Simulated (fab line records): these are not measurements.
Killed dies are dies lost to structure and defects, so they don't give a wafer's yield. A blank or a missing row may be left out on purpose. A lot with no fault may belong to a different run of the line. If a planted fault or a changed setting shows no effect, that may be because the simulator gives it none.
Matching of chambers / flow nandHarc / 3 sister chambers for NHARC_A_CONTACT_DESCUM_74 on rieDiel-07
The step chemistry O2, time 3 s. 14 wafers are shown with their chamber, then 6 later ones without.

WAFERS WITH THEIR CHAMBER
wafer=L543.3; chamber=0; drypumpMotorCurrentA (A)=5.7; oesProductAu (a.u.)=1.010; rfVppV (V)=57.3
wafer=L543.4; chamber=3; drypumpMotorCurrentA (A)=6.7; oesProductAu (a.u.)=0.988; rfVppV (V)=58.6
wafer=L543.6; chamber=2; drypumpMotorCurrentA (A)=5.5; oesProductAu (a.u.)=1.009; rfVppV (V)=57.4
wafer=L540.2; chamber=3; drypumpMotorCurrentA (A)=6.8; oesProductAu (a.u.)=0.997; rfVppV (V)=58.8
wafer=L540.4; chamber=0; drypumpMotorCurrentA (A)=5.7; oesProductAu (a.u.)=1.009; rfVppV (V)=57.3
wafer=L540.5; chamber=0; drypumpMotorCurrentA (A)=5.7; oesProductAu (a.u.)=1.007; rfVppV (V)=57.1
wafer=L544.2; chamber=2; drypumpMotorCurrentA (A)=5.5; oesProductAu (a.u.)=1.018; rfVppV (V)=58.2
wafer=L544.3; chamber=3; drypumpMotorCurrentA (A)=6.8; oesProductAu (a.u.)=0.997; rfVppV (V)=58.0
wafer=L544.6; chamber=0; drypumpMotorCurrentA (A)=5.7; oesProductAu (a.u.)=1.016; rfVppV (V)=57.5
wafer=L549.1; chamber=2; drypumpMotorCurrentA (A)=5.5; oesProductAu (a.u.)=1.018; rfVppV (V)=57.6
wafer=L549.2; chamber=3; drypumpMotorCurrentA (A)=6.8; oesProductAu (a.u.)=1.009; rfVppV (V)=58.0
wafer=L549.3; chamber=0; drypumpMotorCurrentA (A)=5.7; oesProductAu (a.u.)=1.016; rfVppV (V)=58.5
wafer=L555.2; chamber=2; drypumpMotorCurrentA (A)=5.5; oesProductAu (a.u.)=1.014; rfVppV (V)=57.8
wafer=L555.3; chamber=0; drypumpMotorCurrentA (A)=5.7; oesProductAu (a.u.)=1.007; rfVppV (V)=55.9

SIGNATURES (means of the wafers above)
reading=drypumpMotorCurrentA; chamber 0=5.700; chamber 2=5.500; chamber 3=6.775; scatter within a chamber=0.0261
reading=oesProductAu; chamber 0=1.01083; chamber 2=1.01475; chamber 3=0.99775; scatter within a chamber=0.00576
reading=rfVppV; chamber 0=57.267; chamber 2=57.750; chamber 3=58.350; scatter within a chamber=0.628
Rule: a wafer's distance from a chamber is the root of the sum, over the readings, of the square of ((its reading less the chamber's mean) divided by the reading's scatter). If the next closest chamber is less than 2 further off than the closest, the wafer can't be placed; otherwise it belongs to the closest. How the scatter is found: for the shown wafers, subtract from each reading the mean of its chamber, square and add these, divide the total by (wafers less chambers), then take the root.

WAFERS WHOSE CHAMBER IS MISSING
wafer=L555.5; drypumpMotorCurrentA (A)=5.7; oesProductAu (a.u.)=1.007; rfVppV (V)=58.1
wafer=L556.1; drypumpMotorCurrentA (A)=6.8; oesProductAu (a.u.)=0.998; rfVppV (V)=57.4
wafer=L556.4; drypumpMotorCurrentA (A)=5.7; oesProductAu (a.u.)=1.017; rfVppV (V)=57.2
wafer=L556.6; drypumpMotorCurrentA (A)=5.7; oesProductAu (a.u.)=1.011; rfVppV (V)=57.6
wafer=L559.1; drypumpMotorCurrentA (A)=6.8; oesProductAu (a.u.)=1.010; rfVppV (V)=58.5
wafer=L559.6; drypumpMotorCurrentA (A)=5.5; oesProductAu (a.u.)=1.007; rfVppV (V)=57.4

WHICH CHAMBER EACH WENT THROUGH
wafer=L555.5; from the rows above=0; in truth=0
wafer=L556.1; from the rows above=3; in truth=3
wafer=L556.4; from the rows above=0; in truth=0
wafer=L556.6; from the rows above=0; in truth=0
wafer=L559.1; from the rows above=3; in truth=3
wafer=L559.6; from the rows above=2; in truth=2
Correct placement for 6 of the 6. Number that these rows cannot place: 0. Wrongly placed: 0.
